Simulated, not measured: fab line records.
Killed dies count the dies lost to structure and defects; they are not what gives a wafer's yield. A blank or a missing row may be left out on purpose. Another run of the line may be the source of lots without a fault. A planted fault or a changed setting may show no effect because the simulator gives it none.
fab line records -- flow n5_finfet
[record] lots = 9, wafers = 27, last_day = 19
route steps=1938 shown HKMG_FIN@421 BEOL_M4@1111
lots with no fault: from the same line, run without faults
start_h: start of the lot's first displayed wafer, in hours after the record's first day -- wait_h: hours elapsed since this lot's preceding step -- " the same as in the row above -- L1.1+2: a row that stands for several wafers -- - either no value or no given start -- * or withheld: withheld -- < > ~ a bound
route shown NAME@n: NAME is a module with steps in the file, n the number in the route of the first one -- usual: the fault-free wafers' mean and standard deviation -- same: alike in all rows -- chamber/n: place in a boat -- sites: per-site readings -- _std_site: their standard deviation -- _edge_site: outer sites' mean less inner sites' -- radius_mm: for every site, how far away it sits from the centre of the wafer -- mask NAME#n: copy n -- behind: the tool/chamber that last shaped the wafer -- hold: cause of the lot's hold/its duration in hours/its outcome -- device: whichever transistor did not switch (one of n, p or np) -- end of line: the same wafers' tests at the end of the route -- a step given without rows: its recipe and nothing more -- killed: the dies lost at the first sort to structure and to defects; this is not the yield of the wafer -- map: shows each die of a wafer: x if killed, . if not, _ if none is there
set.NAME: the setting the step ran with; set.NAME@STEP: the setting that earlier step ran with -- model.NAME: the simulator's own value behind a step, which no gauge read
steps of the route over a sample of lots; a table a step, a row a wafer
services: the hour from which a tool's chamber was out of use, counted from the record's first day as start_h (under 0 if before that day), plus the number of hours and why
[[steps]]
[step N5_HKMG_FIN_PWFM_ALD_03]
[recipe] material = TiN, target_thk_a = 20, temp_c = 400, ald_precursor_family = TiCl4, ald_co_reactant = NH3, pulse_time_s = 1, purge_time_s = 3, co_reactant_purge_time_s = 2, co_reactant_pulse_time_s = 2, ald_cycles = 91, pressure_torr = 3
[usual] heater_power_w = 922/180, precursor_pulse_height_rel = 1.003/0.02
lot.wafer,tool,chamber,start_h,wait_h,heater_power_w,precursor_pulse_height_rel
L725.2,ald_metal-03,2,71.53,0.0,1066,1.017
L725.3,ald_metal-03,0,71.53,0.0,935,1.029
L725.5,ald_metal-03,0,71.53,0.0,930,1.000
L728.2,ald_metal-01,0,91.58,0.0,894,1.008
L728.4,ald_metal-01,3,91.58,0.0,700,0.979
L728.6,ald_metal-01,1,91.58,0.0,774,0.999
L731.3,ald_metal-02,3,110.05,0.0,689,1.001
L731.5,ald_metal-02,1,110.05,0.0,856,1.004
L731.6,ald_metal-02,2,110.05,0.0,1293,1.006
L733.1,ald_metal-02,2,122.00,0.0,1296,0.989
L733.3,ald_metal-02,0,122.00,0.0,822,0.987
L733.4,ald_metal-02,1,122.00,0.0,847,0.969
L736.1,ald_metal-01,0,144.21,0.0,911,1.012
L736.4,ald_metal-01,2,144.21,0.0,894,1.032
L736.5,ald_metal-01,2,144.21,0.0,898,0.986
L737.1,ald_metal-02,0,151.02,0.0,814,1.003
L737.3,ald_metal-02,1,151.02,0.0,841,0.966
L737.4,ald_metal-02,3,151.02,0.0,689,0.999
L746.2,ald_metal-01,1,202.32,0.0,762,0.985
L746.5,ald_metal-01,1,202.32,0.0,763,1.019
L746.6,ald_metal-01,2,202.32,0.0,891,1.003
L747.1,ald_metal-01,0,209.93,0.0,923,0.987
L747.3,ald_metal-01,3,209.93,0.0,723,0.993
L747.4,ald_metal-01,2,209.93,0.0,914,0.984
L748.2,ald_metal-03,3,211.93,0.0,821,1.002
L748.3,ald_metal-03,2,211.93,0.0,1037,1.006
L748.5,ald_metal-03,2,211.93,0.0,1082,0.998
[step N5_HKMG_FIN_ETCH_32]
[recipe] chemistry = N2/H2, target = SOC, target_depth_a = 2400, temp_c = 40, time_s = 300, ion_energy_ev = 200, mask_material = SiARC, pressure_mtorr = 30, source_w = 840, bias_w = 150, n2_flow_sccm = 200, h2_flow_sccm = 200
[usual] drypump_motor_current_A = 5.9/0.56, oes_product_au = 0.79/0.081, rf_vpp_V = 525.3/2.4, showerhead_plenum_p_Torr = 2.59/0.086, throttle_valve_pct = 17.78/0.24
[same] time_s = 300
lot.wafer,tool,chamber,start_h,wait_h,drypump_motor_current_A,oes_product_au,rf_hours_counter_h,rf_vpp_V,showerhead_plenum_p_Torr,throttle_valve_pct
L725.2,rie_diel-03,3,72.45,0.0,6.2,0.81,112,523.0,2.55,17.78
L725.3,rie_diel-03,2,72.45,0.0,5.8,0.67,247,519.9,2.41,18.44
L725.5,rie_diel-03,1,72.45,0.0,6.7,0.78,-,527.1,2.66,17.45
L728.2,rie_diel-05,1,92.48,0.0,4.9,0.93,17,522.5,2.49,17.42
L728.4,rie_diel-05,3,92.48,0.0,6.4,0.75,158,527.5,2.64,17.87
L728.6,rie_diel-05,3,92.48,0.0,6.3,0.76,-,526.5,2.64,17.86
L731.3,rie_diel-03,0,110.94,0.0,6.4,0.70,240,527.0,2.61,17.90
L731.5,rie_diel-03,0,110.94,0.0,6.4,0.70,-,525.7,2.61,17.89
L731.6,rie_diel-03,1,110.94,0.0,6.7,0.76,-,526.3,2.65,17.46
L733.1,rie_diel-03,2,123.02,0.0,5.8,0.94,6,527.1,2.72,18.01
L733.3,rie_diel-03,1,123.02,0.0,6.7,0.76,152,526.9,2.65,17.47
L733.4,rie_diel-03,0,123.02,0.0,6.4,0.70,245,527.0,2.61,17.92
L736.1,rie_diel-05,2,145.43,0.0,5.9,0.71,213,526.8,2.62,17.62
L736.4,rie_diel-05,3,145.43,0.0,6.4,0.74,176,526.9,2.63,17.91
L736.5,rie_diel-05,0,145.43,0.0,5.7,0.76,-,526.5,2.68,18.06
L737.1,rie_diel-05,2,152.19,0.0,6.0,0.70,216,525.9,2.62,17.63
L737.3,rie_diel-05,0,152.19,0.0,5.7,0.76,118,526.6,2.67,18.08
L737.4,rie_diel-05,1,152.19,0.0,4.9,0.89,37,522.2,2.48,17.45
L746.2,rie_diel-02,0,203.34,0.0,6.2,0.72,189,526.4,2.63,17.85
L746.5,rie_diel-02,1,203.34,0.0,5.0,0.86,-,523.1,2.49,17.84
L746.6,rie_diel-02,0,203.34,0.0,6.2,0.72,-,528.0,2.63,17.85
L747.1,rie_diel-03,2,210.82,0.0,5.8,0.86,41,527.0,2.71,18.07
L747.3,rie_diel-03,1,210.82,0.0,6.7,0.73,188,526.6,2.64,17.52
L747.4,rie_diel-03,3,210.82,0.0,6.2,0.76,167,524.4,2.53,17.89
L748.2,rie_diel-05,1,212.90,0.0,4.9,0.85,60,522.9,2.47,17.50
L748.3,rie_diel-05,0,212.90,0.0,5.7,0.74,142,526.6,2.66,18.11
L748.5,rie_diel-05,2,212.90,0.0,5.9,0.69,-,526.2,2.61,17.65
[step N5_HKMG_FIN_STRIP_88]
[recipe] chemistry = N2/H2, power_w = 2500, temp_c = 300, h2_frac = 0.65, time_s = 360, pressure_mtorr = withheld, n2_flow_sccm = 1750, h2_flow_sccm = 3250
[usual] drypump_motor_current_A = 5.6/0.52, h2_flow_sccm = 3250/9.7, heater_power_w = 466/37
[same] time_s = 360
lot.wafer,tool,chamber,start_h,wait_h,drypump_motor_current_A,h2_flow_sccm,heater_power_w,rf_hours_counter_h
L725.2,plasma_asher-01,1,73.96,0.0,4.8,3267,419,86
L725.3,plasma_asher-01,1,73.96,0.0,4.7,3267,407,-
L725.5,plasma_asher-01,1,73.96,0.0,4.7,3274,416,-
L728.2,plasma_asher-01,1,94.01,0.0,4.7,3261,407,90
L728.4,plasma_asher-01,1,94.01,0.0,4.8,3241,407,-
L728.6,plasma_asher-01,1,94.01,0.0,4.7,3262,410,-
L731.3,plasma_asher-02,1,112.54,0.1,5.9,3252,472,-
L731.5,plasma_asher-02,0,112.54,0.1,6.1,3239,487,-
L731.6,plasma_asher-02,1,112.54,0.1,5.9,3266,474,-
L733.1,plasma_asher-02,1,124.67,0.0,5.9,3242,471,47
L733.3,plasma_asher-02,0,124.67,0.0,6.1,3251,491,-
L733.4,plasma_asher-02,1,124.67,0.0,5.9,3250,467,-
L736.1,plasma_asher-02,0,146.93,0.0,6.1,3242,489,51
L736.4,plasma_asher-02,0,146.93,0.0,6.1,3241,486,-
L736.5,plasma_asher-02,1,146.93,0.0,5.9,3243,453,-
L737.1,plasma_asher-01,1,154.16,0.0,4.7,3241,404,100
L737.3,plasma_asher-01,0,154.16,0.0,5.6,3242,509,-
L737.4,plasma_asher-01,1,154.16,0.0,4.7,3252,417,-
L746.2,plasma_asher-01,1,204.84,0.0,4.7,3248,425,111
L746.5,plasma_asher-01,1,204.84,0.0,4.7,3253,405,-
L746.6,plasma_asher-01,0,204.84,0.0,5.6,3256,511,-
L747.1,plasma_asher-01,1,212.52,0.0,4.8,3242,416,112
L747.3,plasma_asher-01,1,212.52,0.0,4.8,3240,398,-
L747.4,plasma_asher-01,0,212.52,0.0,5.7,3270,498,-
L748.2,plasma_asher-01,1,214.39,0.0,4.7,3247,412,113
L748.3,plasma_asher-01,1,214.39,0.0,4.8,3252,410,-
L748.5,plasma_asher-01,0,214.39,0.0,5.6,3248,502,-
[step N5_HKMG_FIN_STRIP_90]
[recipe] chemistry = N2/H2, material = SOC, time_s = 20, power_w = 500, temp_c = 40, pressure_mtorr = 50, rf_frequency_hz = 6e+07, bias_power_w = 8, h2_frac = 0.5, n2_flow_sccm = 300, h2_flow_sccm = 300
[usual] bias_power_w = 8.001/0.024, chamber_pressure_mTorr = 50.00/0.048, drypump_motor_current_A = 5.9/0.53, oes_product_au = 0.79/0.08, rf_vpp_V = 54.4/0.89, showerhead_plenum_p_Torr = 3.44/0.1, throttle_valve_pct = 18.9/0.38, time_s = 20/0
lot.wafer,tool,chamber,start_h,wait_h,bias_power_w,chamber_pressure_mTorr,drypump_motor_current_A,oes_product_au,rf_hours_counter_h,rf_vpp_V,showerhead_plenum_p_Torr,throttle_valve_pct,time_s
L725.2,rie_diel-05,0,74.90,0.0,7.999,49.94,5.6,0.79,91,54.4,3.54,19.4,20
L725.3,rie_diel-05,1,74.90,0.0,7.995,49.96,4.9,0.94,10,54.2,3.29,18.3,20
L725.5,rie_diel-05,3,74.90,0.0,8.018,49.93,6.4,0.76,-,53.6,3.48,18.8,20
L728.2,rie_diel-03,3,94.91,0.0,8.039,49.98,6.2,0.81,122,54.0,3.37,18.9,20
L728.4,rie_diel-03,0,94.91,0.0,8.025,50.09,6.4,0.70,-,52.8,3.45,19.1,20
L728.6,rie_diel-03,1,94.91,0.0,7.994,49.98,6.7,0.78,-,54.1,3.50,18.4,20
L731.3,rie_diel-03,0,113.53,0.0,8.006,49.97,6.4,0.70,242,54.8,3.44,19.1,20
L731.5,rie_diel-03,0,113.53,0.0,8.016,50.08,6.4,0.69,-,55.7,3.44,19.1,20
L731.6,rie_diel-03,3,113.53,0.0,7.970,49.92,6.2,0.79,-,55.0,3.36,18.9,20
L733.1,rie_diel-03,1,125.60,0.0,8.008,49.98,6.7,0.75,154,53.1,3.50,18.4,20
L733.3,rie_diel-03,0,125.60,0.0,7.993,49.94,6.4,0.69,246,53.8,3.44,19.1,20
L733.4,rie_diel-03,2,125.60,0.0,7.944,50.06,5.8,0.94,8,54.7,3.58,19.4,20
L736.1,rie_diel-02,1,147.82,0.0,7.976,50.00,5.0,0.89,25,52.1,3.31,19.2,20
L736.4,rie_diel-02,3,147.82,0.0,8.000,50.06,5.8,0.84,83,55.8,3.53,19.4,20
L736.5,rie_diel-02,2,147.82,0.0,8.019,50.01,6.1,0.69,-,54.0,3.18,19.1,20
L737.1,rie_diel-03,3,155.04,0.0,8.037,49.94,6.2,0.77,146,54.3,3.35,18.9,20
L737.3,rie_diel-03,2,155.04,0.0,7.993,49.91,5.8,0.90,20,53.8,3.58,19.4,20
L737.4,rie_diel-03,2,155.04,0.0,8.017,50.00,5.8,0.90,-,55.6,3.58,19.4,20
L746.2,rie_diel-05,2,205.72,0.0,-,-,-,-,-,-,-,-,-
L746.5,rie_diel-05,2,205.72,0.0,-,-,-,-,-,-,-,-,-
L746.6,rie_diel-05,1,205.72,0.0,-,-,-,-,-,-,-,-,-
L747.1,rie_diel-05,1,213.44,0.0,-,-,-,-,-,-,-,-,-
L747.3,rie_diel-05,0,213.44,0.0,-,-,-,-,-,-,-,-,-
L747.4,rie_diel-05,3,213.44,0.0,-,-,-,-,-,-,-,-,-
L748.2,rie_diel-05,1,215.33,0.0,7.974,50.01,4.9,0.86,61,54.7,3.26,18.4,20
L748.3,rie_diel-05,3,215.33,0.0,8.046,50.05,6.4,0.71,201,53.4,3.45,18.9,20
L748.5,rie_diel-05,1,215.33,0.0,7.996,50.04,4.9,0.85,-,54.2,3.26,18.4,20
[step N5_BEOL_M4_RC_MEAS_101]
[usual] DIBL_N = 36.4/1.4, DIBL_P = 36.4/1.5, IOFF_N = 0.156/0.022, IOFF_P = 0.210/0.023, ION_N = 675/9.1, ION_P = 463/5.7, SS_N = 71.6/0.45, SS_P = 73.3/0.56, VT_N = 250/3.1, VT_P = -250.3/2.3
lot.wafer,tool,chamber,start_h,wait_h,DIBL_N[mV/V],DIBL_P[mV/V],IOFF_N[nA/um],IOFF_P[nA/um],ION_N[uA/um],ION_P[uA/um],SS_N[mV/dec],SS_P[mV/dec],VT_N[mV],VT_P[mV]
L725.2,prober-01,0,198.47,0.2,35.5,32.1,0.117,0.181,667,459,71.3,73.0,259,-252.0
L725.3,prober-01,0,198.47,0.2,38.7,36.9,0.175,0.263,674,463,72.3,73.6,249,-247.5
L725.5,prober-01,0,198.47,0.2,37.8,35.6,0.158,0.238,680,465,72.1,74.2,251,-249.4
L728.2,prober-01,0,204.34,0.2,36.2,35.6,0.170,0.205,681,461,72.0,73.3,244,-249.8
L728.4,prober-01,0,204.34,0.2,36.3,34.6,0.162,0.180,673,455,71.7,73.7,249,-252.2
L728.6,prober-01,0,204.34,0.2,35.1,34.0,0.144,0.169,677,454,71.5,73.6,250,-253.3
L731.3,prober-02,0,229.45,0.3,37.7,35.4,0.175,0.232,686,474,71.6,74.0,249,-249.3
L731.5,prober-02,0,229.45,0.3,38.0,35.8,0.183,0.243,683,466,71.3,73.6,248,-246.3
L731.6,prober-02,0,229.45,0.3,36.7,34.6,0.151,0.211,681,470,70.9,73.6,250,-248.6
L733.1,prober-01,0,241.96,0.0,36.7,39.1,0.176,0.239,683,470,72.3,74.5,245,-248.6
L733.3,prober-01,0,241.96,0.0,38.2,40.0,0.215,0.259,691,466,71.8,73.4,243,-246.6
L733.4,prober-01,0,241.96,0.0,35.7,37.9,0.169,0.216,676,460,71.2,73.3,245,-248.6
L737.1,prober-01,0,257.31,0.0,35.0,35.1,0.130,0.182,666,459,71.2,72.8,252,-256.3
L737.3,prober-01,0,257.31,0.0,36.0,36.3,0.140,0.199,671,462,71.7,74.3,253,-251.6
L737.4,prober-01,0,257.31,0.0,35.3,35.5,0.128,0.185,659,457,71.4,74.0,255,-253.3
L736.1,prober-02,0,264.69,0.0,34.5,34.7,0.114,0.184,654,456,71.6,72.0,259,-250.2
L736.4,prober-02,0,264.69,0.0,36.2,36.8,0.140,0.209,658,456,72.5,73.3,254,-248.9
L736.5,prober-02,0,264.69,0.0,36.8,37.5,0.153,0.223,669,466,72.0,72.7,254,-249.1
L746.2,prober-01,0,317.64,0.2,37.2,37.8,0.178,0.224,680,465,71.8,73.4,246,-249.6
L746.5,prober-01,0,317.64,0.2,38.5,37.8,0.199,0.230,683,464,72.1,73.7,247,-250.2
L746.6,prober-01,0,317.64,0.2,36.9,36.5,0.160,0.202,681,466,71.9,73.5,248,-252.1
L747.1,prober-02,0,327.70,0.0,37.2,38.6,0.187,0.259,685,477,72.3,73.5,246,-249.3
L747.3,prober-02,0,327.70,0.0,36.8,37.0,0.166,0.228,671,465,72.1,74.1,248,-249.0
L747.4,prober-02,0,327.70,0.0,35.9,35.9,0.152,0.212,675,467,71.6,73.8,249,-250.1
L748.2,prober-02,0,342.34,0.2,37.0,38.0,0.164,0.233,669,468,71.6,73.6,250,-249.7
L748.3,prober-02,0,342.34,0.2,35.1,36.5,0.139,0.205,669,465,71.4,72.4,252,-248.6
L748.5,prober-02,0,342.34,0.2,36.8,38.2,0.174,0.235,676,467,71.8,72.8,249,-249.1
[[services]]
tool,chamber,start_h,hours,kind
rie_diel-03,1,48.64,15.8,repair
plasma_asher-01,-,60.53,2.8,pm
ald_metal-02,1,76.37,13.5,repair
ald_metal-02,-,80.70,0.9,repair
rie_diel-03,2,82.90,-,clean
rie_diel-03,2,82.90,-,consumable_replace:focus_ring
rie_diel-03,2,82.90,-,consumable_replace:showerhead
rie_diel-03,2,82.90,22.0,scheduled_down
rie_diel-03,2,82.90,22.0,vent_cycle
ald_metal-01,3,95.73,23.2,repair
rie_diel-03,-,99.11,2.8,pm
ald_metal-03,-,100.69,1.1,repair
ald_metal-01,-,112.48,8.7,pm
ald_metal-03,-,118.22,8.7,pm
rie_diel-02,3,127.94,2.0,repair
rie_diel-03,0,136.43,-,clean
rie_diel-03,0,136.43,-,consumable_replace:focus_ring
rie_diel-03,0,136.43,34.1,scheduled_down
plasma_asher-01,-,141.64,8.8,repair
ald_metal-01,-,148.22,1.2,pm
ald_metal-01,2,151.27,28.5,repair
ald_metal-02,2,155.50,3.8,repair
ald_metal-02,0,189.12,17.4,repair
rie_diel-05,3,191.40,1.4,repair
[[key]]
[first_sign] step = N5_HKMG_FIN_STRIP_90, reading = tool_record, direction = missing
effect none on later readings
met_at N5_HKMG_FIN_STRIP_90
struck_lots L746,L747
not_acting_at N5_HKMG_FIN_PWFM_ALD_03,N5_HKMG_FIN_ETCH_32,N5_HKMG_FIN_STRIP_88
onset_between 74.90 205.72
[fault] kind = skipped_step_whole, tool = rie_diel-05, chamber = -, onset_h = 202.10, steps = N5_HKMG_FIN_STRIP_90, scope = struck_lots_only
